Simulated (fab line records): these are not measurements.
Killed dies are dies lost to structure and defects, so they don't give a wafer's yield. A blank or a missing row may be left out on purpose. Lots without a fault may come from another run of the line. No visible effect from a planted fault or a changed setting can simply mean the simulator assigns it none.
fab line records :: flow n5Finfet :: part 2 of 2: steps 19 to 26 of 26
[record]
  lots = 5
  wafers = 15
  lastDay = 17
route steps=1938 shown MOL_CONTACT_COAG@610 BEOL_M0_SAQP@632
lots with no fault: from the same line, run without faults
startH: hours from the record's opening day to when the first of the lot's shown wafers began :: waitH: hours since the lot's step before :: " identical to the entry in the row above :: L1.1+2: several wafers, shown together as one row :: - value missing, or start not given :: * or withheld: withheld :: < > ~ a bound
route shown NAME@n: NAME is a module with steps in the file, n the number in the route of the first one :: usual: mean/standard deviation of fault-free wafers :: same: alike in all rows :: chamber/n: place in a boat :: sites: per-site readings :: _std_site: how widely they spread, as a standard deviation :: _edge_site: the outer-site mean with the inner-site mean subtracted :: radiusMm: for every site, how far away it sits from the centre of the wafer :: mask NAME#n: copy n :: behind: the last tool/chamber to shape the wafer :: hold: cause of the lot's hold/its duration in hours/its outcome :: device: names the non-switching transistor (n, p or np) :: end of line: the route-end tests of the same wafers :: a step without rows: its recipe alone :: killed: dies that structure and defects cost at the first sort, which is not the same as the wafer's yield :: map: a wafer's dies, marking killed ones x, the rest . and places with no die _
set.NAME: the setting that was run; set.NAME@STEP: the one run at that earlier step :: model.NAME: the simulator's own value behind a step, which no gauge read
a table for each step, a row for each wafer; lots at some steps of the route
services: from which hour (startH, from the record's first day; less than 0 if before it) a tool's chamber was out of use, for how many hours, and why
[[steps]]
[step N5_MOL_CONTACT_COAG_THK_MEAS_53]
[recipe]
  reads = SiO2_of_MOL_CONTACT_COAG_PECVD_31
[usual]
  VIA_MOL_THK = 43.7/0.58
lot.wafer: L075.1
tool: filmMetro-02
chamber: -
startH: 115.16
waitH: -
VIA_MOL_THK[nm]: 43.6

lot.wafer: L075.5
tool: filmMetro-02
chamber: -
startH: 115.16
waitH: -
VIA_MOL_THK[nm]: 44.3

lot.wafer: L075.6
tool: filmMetro-02
chamber: -
startH: 115.16
waitH: -
VIA_MOL_THK[nm]: 43.9

lot.wafer: L076.2
tool: filmMetro-01
chamber: -
startH: 119.13
waitH: -
VIA_MOL_THK[nm]: 43.9

lot.wafer: L076.5
tool: filmMetro-01
chamber: -
startH: 119.13
waitH: -
VIA_MOL_THK[nm]: 45.1

lot.wafer: L076.6
tool: filmMetro-01
chamber: -
startH: 119.13
waitH: -
VIA_MOL_THK[nm]: 44.2

lot.wafer: L085.1
tool: filmMetro-02
chamber: -
startH: 172.22
waitH: -
VIA_MOL_THK[nm]: 42.9

lot.wafer: L085.3
tool: filmMetro-02
chamber: -
startH: 172.22
waitH: -
VIA_MOL_THK[nm]: 44.1

lot.wafer: L085.4
tool: filmMetro-02
chamber: -
startH: 172.22
waitH: -
VIA_MOL_THK[nm]: 44.6

lot.wafer: L093.1
tool: filmMetro-02
chamber: -
startH: 219.70
waitH: -
VIA_MOL_THK[nm]: 44.1

lot.wafer: L093.3
tool: filmMetro-02
chamber: -
startH: 219.70
waitH: -
VIA_MOL_THK[nm]: 43.5

lot.wafer: L093.5
tool: filmMetro-02
chamber: -
startH: 219.70
waitH: -
VIA_MOL_THK[nm]: 44.6

lot.wafer: L095.2
tool: filmMetro-02
chamber: -
startH: 226.90
waitH: -
VIA_MOL_THK[nm]: 43.0

lot.wafer: L095.3
tool: filmMetro-02
chamber: -
startH: 226.90
waitH: -
VIA_MOL_THK[nm]: 42.9

lot.wafer: L095.4
tool: filmMetro-02
chamber: -
startH: 226.90
waitH: -
VIA_MOL_THK[nm]: 42.9
[step N5_MOL_CONTACT_COAG_ANNEAL_112]
[recipe]
  tempC = 400
  timeS = 1800
  ambient = HPD2
  pressureAtm = 10
[usual]
  wafer_temp_C_max = 402.0/0.42
  zonePowerTopPct = 17.35/0.17
lot.wafer: L075.1
tool: hpAnneal-01
chamber: 0
startH: 115.18
waitH: 0.0
wafer_temp_C_max: 403.0
zonePowerTopPct: 17.19

lot.wafer: L075.5
tool: hpAnneal-01
chamber: 0
startH: 115.18
waitH: 0.0
wafer_temp_C_max: 402.2
zonePowerTopPct: 17.25

lot.wafer: L075.6
tool: hpAnneal-01
chamber: 0
startH: 115.18
waitH: 0.0
wafer_temp_C_max: 402.2
zonePowerTopPct: 17.40

lot.wafer: L076.2
tool: hpAnneal-01
chamber: 0
startH: 119.16
waitH: 0.0
wafer_temp_C_max: 402.9
zonePowerTopPct: 17.17

lot.wafer: L076.5
tool: hpAnneal-01
chamber: 0
startH: 119.16
waitH: 0.0
wafer_temp_C_max: 402.1
zonePowerTopPct: 17.44

lot.wafer: L076.6
tool: hpAnneal-01
chamber: 0
startH: 119.16
waitH: 0.0
wafer_temp_C_max: 402.4
zonePowerTopPct: 17.12

lot.wafer: L085.1
tool: hpAnneal-01
chamber: 0
startH: 172.25
waitH: 0.0
wafer_temp_C_max: 402.2
zonePowerTopPct: 17.43

lot.wafer: L085.3
tool: hpAnneal-01
chamber: 0
startH: 172.25
waitH: 0.0
wafer_temp_C_max: 401.8
zonePowerTopPct: 17.07

lot.wafer: L085.4
tool: hpAnneal-01
chamber: 0
startH: 172.25
waitH: 0.0
wafer_temp_C_max: 401.3
zonePowerTopPct: 17.23

lot.wafer: L093.1
tool: hpAnneal-01
chamber: 0
startH: 219.73
waitH: 0.0
wafer_temp_C_max: 402.0
zonePowerTopPct: 17.41

lot.wafer: L093.3
tool: hpAnneal-01
chamber: 0
startH: 219.73
waitH: 0.0
wafer_temp_C_max: 402.4
zonePowerTopPct: 17.07

lot.wafer: L093.5
tool: hpAnneal-01
chamber: 0
startH: 219.73
waitH: 0.0
wafer_temp_C_max: 401.8
zonePowerTopPct: 17.20

lot.wafer: L095.2
tool: hpAnneal-01
chamber: 0
startH: 226.93
waitH: 0.0
wafer_temp_C_max: 402.2
zonePowerTopPct: 17.58

lot.wafer: L095.3
tool: hpAnneal-01
chamber: 0
startH: 226.93
waitH: 0.0
wafer_temp_C_max: 401.6
zonePowerTopPct: 17.42

lot.wafer: L095.4
tool: hpAnneal-01
chamber: 0
startH: 226.93
waitH: 0.0
wafer_temp_C_max: 402.0
zonePowerTopPct: 17.56
[step N5_MOL_CONTACT_COAG_INSPECT_97]
[recipe]
  inspectInstrument = darkfield
  mode = postAnneal
[usual]
  rawDefectCount = 47/19
lot.wafer: L075.1
tool: defectInspect-02
chamber: -
startH: 118.21
waitH: 0.0
rawDefectCount: 32

lot.wafer: L075.5
tool: defectInspect-02
chamber: -
startH: 118.21
waitH: 0.0
rawDefectCount: 31

lot.wafer: L075.6
tool: defectInspect-02
chamber: -
startH: 118.21
waitH: 0.0
rawDefectCount: 34

lot.wafer: L076.2
tool: defectInspect-01
chamber: -
startH: 122.20
waitH: 0.0
rawDefectCount: 32

lot.wafer: L076.5
tool: defectInspect-01
chamber: -
startH: 122.20
waitH: 0.0
rawDefectCount: 53

lot.wafer: L076.6
tool: defectInspect-01
chamber: -
startH: 122.20
waitH: 0.0
rawDefectCount: 37

lot.wafer: L085.1
tool: defectInspect-02
chamber: -
startH: 175.27
waitH: 0.0
rawDefectCount: 35

lot.wafer: L085.3
tool: defectInspect-02
chamber: -
startH: 175.27
waitH: 0.0
rawDefectCount: 49

lot.wafer: L085.4
tool: defectInspect-02
chamber: -
startH: 175.27
waitH: 0.0
rawDefectCount: 22

lot.wafer: L093.1
tool: defectInspect-02
chamber: -
startH: 222.75
waitH: 0.0
rawDefectCount: 89

lot.wafer: L093.3
tool: defectInspect-02
chamber: -
startH: 222.75
waitH: 0.0
rawDefectCount: 130

lot.wafer: L093.5
tool: defectInspect-02
chamber: -
startH: 222.75
waitH: 0.0
rawDefectCount: 66

lot.wafer: L095.2
tool: defectInspect-02
chamber: -
startH: 229.97
waitH: 0.0
rawDefectCount: 30

lot.wafer: L095.3
tool: defectInspect-02
chamber: -
startH: 229.97
waitH: 0.0
rawDefectCount: 54

lot.wafer: L095.4
tool: defectInspect-02
chamber: -
startH: 229.97
waitH: 0.0
rawDefectCount: 73
[step N5_BEOL_M0_SAQP_PECVD_00]
[recipe]
  material = SiCN
  targetThkA = 80
  tempC = withheld
  precursor = 3MS/NH3
  pressureTorr = 3
  rfW = 202
  timeS = 14
[usual]
  rfFwdPowerW = 198.5/1.1
  showerheadPlenumPTorr = 3.665/0.014
  throttleValvePct = 9.2/0.4
lot.wafer: L075.1
tool: pecvd-02
chamber: 0
startH: 118.54
waitH: 0.2
rfFwdPowerW: 199.2
showerheadPlenumPTorr: 3.674
throttleValvePct: 8.7

lot.wafer: L075.5
tool: pecvd-02
chamber: 0
startH: 118.54
waitH: 0.2
rfFwdPowerW: 198.3
showerheadPlenumPTorr: 3.659
throttleValvePct: 8.9

lot.wafer: L075.6
tool: pecvd-02
chamber: 2
startH: 118.54
waitH: 0.2
rfFwdPowerW: 196.7
showerheadPlenumPTorr: 3.640
throttleValvePct: 8.8

lot.wafer: L076.2
tool: pecvd-02
chamber: 2
startH: 122.52
waitH: 0.2
rfFwdPowerW: 196.3
showerheadPlenumPTorr: 3.647
throttleValvePct: 9.1

lot.wafer: L076.5
tool: pecvd-02
chamber: 0
startH: 122.52
waitH: 0.2
rfFwdPowerW: 197.9
showerheadPlenumPTorr: 3.655
throttleValvePct: 8.7

lot.wafer: L076.6
tool: pecvd-02
chamber: 2
startH: 122.52
waitH: 0.2
rfFwdPowerW: 196.9
showerheadPlenumPTorr: 3.634
throttleValvePct: 8.9

lot.wafer: L085.1
tool: pecvd-02
chamber: 2
startH: 175.61
waitH: 0.2
rfFwdPowerW: 197.6
showerheadPlenumPTorr: 3.639
throttleValvePct: 8.8

lot.wafer: L085.3
tool: pecvd-02
chamber: 0
startH: 175.61
waitH: 0.2
rfFwdPowerW: 197.8
showerheadPlenumPTorr: 3.662
throttleValvePct: 8.9

lot.wafer: L085.4
tool: pecvd-02
chamber: 2
startH: 175.61
waitH: 0.2
rfFwdPowerW: 197.8
showerheadPlenumPTorr: 3.648
throttleValvePct: 9.0

lot.wafer: L093.1
tool: pecvd-04
chamber: 0
startH: 223.11
waitH: 0.2
rfFwdPowerW: 198.0
showerheadPlenumPTorr: 3.672
throttleValvePct: 9.1

lot.wafer: L093.3
tool: pecvd-04
chamber: 1
startH: 223.11
waitH: 0.2
rfFwdPowerW: 196.7
showerheadPlenumPTorr: 3.650
throttleValvePct: 9.4

lot.wafer: L093.5
tool: pecvd-04
chamber: 1
startH: 223.11
waitH: 0.2
rfFwdPowerW: 196.5
showerheadPlenumPTorr: 3.665
throttleValvePct: 9.7

lot.wafer: L095.2
tool: pecvd-04
chamber: 1
startH: 230.29
waitH: 0.2
rfFwdPowerW: 197.2
showerheadPlenumPTorr: 3.647
throttleValvePct: 9.3

lot.wafer: L095.3
tool: pecvd-04
chamber: 2
startH: 230.29
waitH: 0.2
rfFwdPowerW: 198.6
showerheadPlenumPTorr: 3.659
throttleValvePct: 9.2

lot.wafer: L095.4
tool: pecvd-04
chamber: 1
startH: 230.29
waitH: 0.2
rfFwdPowerW: 196.6
showerheadPlenumPTorr: 3.644
throttleValvePct: 9.2
[step N5_BEOL_M0_SAQP_ILD_DEP_01]
[recipe]
  material = SiOC
  targetThkA = 454.19
  tempC = 350
  precursor = DEMS/O2
  pressureTorr = 5
  rfW = 500
  timeS = 8.7
[usual]
  heaterPowerW = 497/81
  rfFwdPowerW = 492.5/2.2
  showerheadPlenumPTorr = 5.695/0.016
  throttleValvePct = 12.2/0.51
lot.wafer: L075.1
tool: pecvd-02
chamber: 0
startH: 118.56
waitH: 0.0
heaterPowerW: 579
rfFwdPowerW: 491.8
showerheadPlenumPTorr: 5.700
throttleValvePct: 11.4

lot.wafer: L075.5
tool: pecvd-02
chamber: 0
startH: 118.56
waitH: 0.0
heaterPowerW: 595
rfFwdPowerW: 492.7
showerheadPlenumPTorr: 5.689
throttleValvePct: 11.5

lot.wafer: L075.6
tool: pecvd-02
chamber: 2
startH: 118.56
waitH: 0.0
heaterPowerW: 580
rfFwdPowerW: 489.3
showerheadPlenumPTorr: 5.688
throttleValvePct: 11.7

lot.wafer: L076.2
tool: pecvd-02
chamber: 2
startH: 122.54
waitH: 0.0
heaterPowerW: 568
rfFwdPowerW: 488.7
showerheadPlenumPTorr: 5.670
throttleValvePct: 11.4

lot.wafer: L076.5
tool: pecvd-02
chamber: 0
startH: 122.54
waitH: 0.0
heaterPowerW: 606
rfFwdPowerW: 491.9
showerheadPlenumPTorr: 5.682
throttleValvePct: 11.8

lot.wafer: L076.6
tool: pecvd-02
chamber: 2
startH: 122.54
waitH: 0.0
heaterPowerW: 568
rfFwdPowerW: 492.3
showerheadPlenumPTorr: 5.668
throttleValvePct: 11.7

lot.wafer: L085.1
tool: pecvd-02
chamber: 2
startH: 175.63
waitH: 0.0
heaterPowerW: 602
rfFwdPowerW: 489.9
showerheadPlenumPTorr: 5.679
throttleValvePct: 11.7

lot.wafer: L085.3
tool: pecvd-02
chamber: 0
startH: 175.63
waitH: 0.0
heaterPowerW: 574
rfFwdPowerW: 492.8
showerheadPlenumPTorr: 5.688
throttleValvePct: 11.8

lot.wafer: L085.4
tool: pecvd-02
chamber: 2
startH: 175.63
waitH: 0.0
heaterPowerW: 608
rfFwdPowerW: 489.5
showerheadPlenumPTorr: 5.668
throttleValvePct: 11.7

lot.wafer: L093.1
tool: pecvd-04
chamber: 0
startH: 223.13
waitH: 0.0
heaterPowerW: 472
rfFwdPowerW: 490.5
showerheadPlenumPTorr: 5.705
throttleValvePct: 11.7

lot.wafer: L093.3
tool: pecvd-04
chamber: 1
startH: 223.13
waitH: 0.0
heaterPowerW: 629
rfFwdPowerW: 490.2
showerheadPlenumPTorr: 5.678
throttleValvePct: 12.2

lot.wafer: L093.5
tool: pecvd-04
chamber: 1
startH: 223.13
waitH: 0.0
heaterPowerW: 638
rfFwdPowerW: 490.9
showerheadPlenumPTorr: 5.686
throttleValvePct: 12.6

lot.wafer: L095.2
tool: pecvd-04
chamber: 1
startH: 230.31
waitH: 0.0
heaterPowerW: 571
rfFwdPowerW: 490.4
showerheadPlenumPTorr: 5.678
throttleValvePct: 12.7

lot.wafer: L095.3
tool: pecvd-04
chamber: 2
startH: 230.31
waitH: 0.0
heaterPowerW: 458
rfFwdPowerW: 492.7
showerheadPlenumPTorr: 5.692
throttleValvePct: 12.2

lot.wafer: L095.4
tool: pecvd-04
chamber: 1
startH: 230.31
waitH: 0.0
heaterPowerW: 596
rfFwdPowerW: 492.4
showerheadPlenumPTorr: 5.677
throttleValvePct: 12.5
[step N5_BEOL_M0_SAQP_HM_DEP_02]
[recipe]
  material = TiN
  targetThkA = 120
  tempC = 25
  chamberPressurePa = 0.49996
[usual]
  throttleValvePct = 29.6/1.3
lot.wafer: L075.1
tool: pvdSputter-01
chamber: -
startH: 119.39
waitH: 0.8
throttleValvePct: 27.5

lot.wafer: L075.5
tool: pvdSputter-01
chamber: -
startH: 119.39
waitH: 0.8
throttleValvePct: 29.2

lot.wafer: L075.6
tool: pvdSputter-01
chamber: -
startH: 119.39
waitH: 0.8
throttleValvePct: 28.0

lot.wafer: L076.2
tool: pvdSputter-03
chamber: -
startH: 122.87
waitH: 0.3
throttleValvePct: 29.4

lot.wafer: L076.5
tool: pvdSputter-03
chamber: -
startH: 122.87
waitH: 0.3
throttleValvePct: 31.8

lot.wafer: L076.6
tool: pvdSputter-03
chamber: -
startH: 122.87
waitH: 0.3
throttleValvePct: 31.1

lot.wafer: L085.1
tool: pvdSputter-01
chamber: -
startH: 176.47
waitH: 0.8
throttleValvePct: 29.3

lot.wafer: L085.3
tool: pvdSputter-01
chamber: -
startH: 176.47
waitH: 0.8
throttleValvePct: 30.2

lot.wafer: L085.4
tool: pvdSputter-01
chamber: -
startH: 176.47
waitH: 0.8
throttleValvePct: 28.4

lot.wafer: L093.1
tool: pvdSputter-03
chamber: -
startH: 225.37
waitH: 2.2
throttleValvePct: 29.5

lot.wafer: L093.3
tool: pvdSputter-03
chamber: -
startH: 225.37
waitH: 2.2
throttleValvePct: 31.1

lot.wafer: L093.5
tool: pvdSputter-03
chamber: -
startH: 225.37
waitH: 2.2
throttleValvePct: 29.2

lot.wafer: L095.2
tool: pvdSputter-01
chamber: -
startH: 231.38
waitH: 1.0
throttleValvePct: 29.9

lot.wafer: L095.3
tool: pvdSputter-01
chamber: -
startH: 231.38
waitH: 1.0
throttleValvePct: 28.1

lot.wafer: L095.4
tool: pvdSputter-01
chamber: -
startH: 231.38
waitH: 1.0
throttleValvePct: 29.3
[step N5_BEOL_M0_SAQP_PECVD_03]
[recipe]
  material = SiCN
  targetThkA = 120
  tempC = withheld
  precursor = 3MS/NH3
  pressureTorr = 3
  rfW = 202
  timeS = 21.1
[usual]
  rfFwdPowerW = 199.1/1.1
  showerheadPlenumPTorr = 3.668/0.016
  throttleValvePct = 9.3/0.48
lot.wafer: L075.1
tool: pecvd-04
chamber: 2
startH: 119.51
waitH: 0.1
rfFwdPowerW: 199.0
showerheadPlenumPTorr: 3.667
throttleValvePct: 8.9

lot.wafer: L075.5
tool: pecvd-04
chamber: 0
startH: 119.51
waitH: 0.1
rfFwdPowerW: 198.8
showerheadPlenumPTorr: 3.678
throttleValvePct: 8.9

lot.wafer: L075.6
tool: pecvd-04
chamber: 1
startH: 119.51
waitH: 0.1
rfFwdPowerW: 197.9
showerheadPlenumPTorr: 3.655
throttleValvePct: 9.4

lot.wafer: L076.2
tool: pecvd-01
chamber: 0
startH: 122.99
waitH: 0.1
rfFwdPowerW: 200.1
showerheadPlenumPTorr: 3.695
throttleValvePct: 10.3

lot.wafer: L076.5
tool: pecvd-01
chamber: 1
startH: 122.99
waitH: 0.1
rfFwdPowerW: 199.2
showerheadPlenumPTorr: 3.664
throttleValvePct: 9.2

lot.wafer: L076.6
tool: pecvd-01
chamber: 2
startH: 122.99
waitH: 0.1
rfFwdPowerW: 200.9
showerheadPlenumPTorr: 3.681
throttleValvePct: 9.2

lot.wafer: L085.1
tool: pecvd-01
chamber: 2
startH: 176.59
waitH: 0.1
rfFwdPowerW: 200.1
showerheadPlenumPTorr: 3.679
throttleValvePct: 9.5

lot.wafer: L085.3
tool: pecvd-01
chamber: 1
startH: 176.59
waitH: 0.1
rfFwdPowerW: 198.7
showerheadPlenumPTorr: 3.669
throttleValvePct: 9.0

lot.wafer: L085.4
tool: pecvd-01
chamber: 2
startH: 176.59
waitH: 0.1
rfFwdPowerW: 200.2
showerheadPlenumPTorr: 3.672
throttleValvePct: 9.4

lot.wafer: L093.1
tool: pecvd-01
chamber: 2
startH: 225.49
waitH: 0.1
rfFwdPowerW: 200.1
showerheadPlenumPTorr: 3.673
throttleValvePct: 9.3

lot.wafer: L093.3
tool: pecvd-01
chamber: 1
startH: 225.49
waitH: 0.1
rfFwdPowerW: 199.4
showerheadPlenumPTorr: 3.664
throttleValvePct: 9.0

lot.wafer: L093.5
tool: pecvd-01
chamber: 2
startH: 225.49
waitH: 0.1
rfFwdPowerW: 199.2
showerheadPlenumPTorr: 3.674
throttleValvePct: 9.4

lot.wafer: L095.2
tool: pecvd-02
chamber: 1
startH: 231.50
waitH: 0.1
rfFwdPowerW: 199.8
showerheadPlenumPTorr: 3.672
throttleValvePct: 9.2

lot.wafer: L095.3
tool: pecvd-02
chamber: 0
startH: 231.50
waitH: 0.1
rfFwdPowerW: 200.2
showerheadPlenumPTorr: 3.664
throttleValvePct: 8.7

lot.wafer: L095.4
tool: pecvd-02
chamber: 0
startH: 231.50
waitH: 0.1
rfFwdPowerW: 199.9
showerheadPlenumPTorr: 3.663
throttleValvePct: 9.0
[step N5_BEOL_M0_SAQP_PECVD_96]
[recipe]
  material = a-Si
  targetThkA = 450
  tempC = 350
  precursor = SiH4/He
  pressureTorr = 3
  rfW = 100
  timeS = 45.2
[usual]
  heaterPowerW = 617/75
  rfFwdPowerW = 99.1/0.38
  showerheadPlenumPTorr = 5.68/0.059
  throttleValvePct = 18.6/0.91
lot.wafer: L075.1
tool: pecvd-04
chamber: 2
startH: 119.54
waitH: 0.0
heaterPowerW: 509
rfFwdPowerW: 98.6
showerheadPlenumPTorr: 5.66
throttleValvePct: 18.3

lot.wafer: L075.5
tool: pecvd-04
chamber: 0
startH: 119.54
waitH: 0.0
heaterPowerW: 636
rfFwdPowerW: 98.4
showerheadPlenumPTorr: 5.69
throttleValvePct: 17.7

lot.wafer: L075.6
tool: pecvd-04
chamber: 1
startH: 119.54
waitH: 0.0
heaterPowerW: 738
rfFwdPowerW: 98.2
showerheadPlenumPTorr: 5.61
throttleValvePct: 18.7

lot.wafer: L076.2
tool: pecvd-01
chamber: 0
startH: 123.02
waitH: 0.0
heaterPowerW: 598
rfFwdPowerW: 99.6
showerheadPlenumPTorr: 5.81
throttleValvePct: 20.3

lot.wafer: L076.5
tool: pecvd-01
chamber: 1
startH: 123.02
waitH: 0.0
heaterPowerW: 525
rfFwdPowerW: 98.9
showerheadPlenumPTorr: 5.66
throttleValvePct: 18.4

lot.wafer: L076.6
tool: pecvd-01
chamber: 2
startH: 123.02
waitH: 0.0
heaterPowerW: 589
rfFwdPowerW: 99.5
showerheadPlenumPTorr: 5.71
throttleValvePct: 18.9

lot.wafer: L085.1
tool: pecvd-01
chamber: 2
startH: 176.62
waitH: 0.0
heaterPowerW: 519
rfFwdPowerW: 99.8
showerheadPlenumPTorr: 5.70
throttleValvePct: 18.9

lot.wafer: L085.3
tool: pecvd-01
chamber: 1
startH: 176.62
waitH: 0.0
heaterPowerW: 570
rfFwdPowerW: 99.3
showerheadPlenumPTorr: 5.68
throttleValvePct: 18.4

lot.wafer: L085.4
tool: pecvd-01
chamber: 2
startH: 176.62
waitH: 0.0
heaterPowerW: 523
rfFwdPowerW: 99.5
showerheadPlenumPTorr: 5.70
throttleValvePct: 18.7

lot.wafer: L093.1
tool: pecvd-01
chamber: 2
startH: 225.52
waitH: 0.0
heaterPowerW: 507
rfFwdPowerW: 99.0
showerheadPlenumPTorr: 5.69
throttleValvePct: 19.0

lot.wafer: L093.3
tool: pecvd-01
chamber: 1
startH: 225.52
waitH: 0.0
heaterPowerW: 578
rfFwdPowerW: 99.4
showerheadPlenumPTorr: 5.67
throttleValvePct: 18.5

lot.wafer: L093.5
tool: pecvd-01
chamber: 2
startH: 225.52
waitH: 0.0
heaterPowerW: 504
rfFwdPowerW: 99.5
showerheadPlenumPTorr: 5.70
throttleValvePct: 18.7

lot.wafer: L095.2
tool: pecvd-02
chamber: 1
startH: 231.53
waitH: 0.0
heaterPowerW: 638
rfFwdPowerW: 99.2
showerheadPlenumPTorr: 5.67
throttleValvePct: 18.3

lot.wafer: L095.3
tool: pecvd-02
chamber: 0
startH: 231.53
waitH: 0.0
heaterPowerW: 729
rfFwdPowerW: 98.8
showerheadPlenumPTorr: 5.65
throttleValvePct: 17.9

lot.wafer: L095.4
tool: pecvd-02
chamber: 0
startH: 231.53
waitH: 0.0
heaterPowerW: 740
rfFwdPowerW: 99.1
showerheadPlenumPTorr: 5.64
throttleValvePct: 17.6
[[services]]
tool: rieDiel-02
chamber: 2
startH: 92.12
hours: 3.4
kind: repair

tool: cmp-02
chamber: -
startH: 94.81
hours: 4.1
kind: repair

tool: pecvd-02
chamber: 2
startH: 96.05
hours: 17.3
kind: repair

tool: pecvd-04
chamber: -
startH: 109.34
hours: 1.7
kind: repair

tool: cmp-04
chamber: -
startH: 114.69
hours: 1.4
kind: repair

tool: cmp-04
chamber: -
startH: 122.01
hours: 12.8
kind: pm

tool: pecvd-02
chamber: -
startH: 123.70
hours: 1.1
kind: repair

tool: pecvd-01
chamber: -
startH: 123.82
hours: 1.4
kind: repair

tool: pecvd-04
chamber: -
startH: 131.26
hours: 6.0
kind: pm

tool: plasmaAsher-02
chamber: -
startH: 134.73
hours: 1.1
kind: repair

tool: pecvd-02
chamber: 2
startH: 135.92
hours: 18.3
kind: repair

tool: cmp-04
chamber: -
startH: 136.94
hours: 7.0
kind: pm

tool: cvdW-01
chamber: 0
startH: 138.30
hours: 4.5
kind: repair

tool: rieDiel-02
chamber: 0
startH: 145.20
hours: 4.2
kind: repair

tool: cmp-01
chamber: -
startH: 160.58
hours: 1.5
kind: repair

tool: cmp-04
chamber: -
startH: 164.11
hours: 1.0
kind: repair

tool: cmp-01
chamber: -
startH: 179.65
hours: 4.0
kind: pm

tool: cmp-04
chamber: -
startH: 182.35
hours: 0.4
kind: repair

tool: cvdW-02
chamber: -
startH: 189.66
hours: 2.8
kind: pm

tool: wetBench-06
chamber: -
startH: 191.94
hours: 1.3
kind: repair

tool: cmp-02
chamber: -
startH: 196.25
hours: 2.8
kind: repair

tool: cmp-01
chamber: -
startH: 202.18
hours: 2.4
kind: repair

tool: pecvd-01
chamber: 2
startH: 217.11
hours: 6.5
kind: repair

tool: cmp-01
chamber: -
startH: 230.19
hours: 4.0
kind: pm
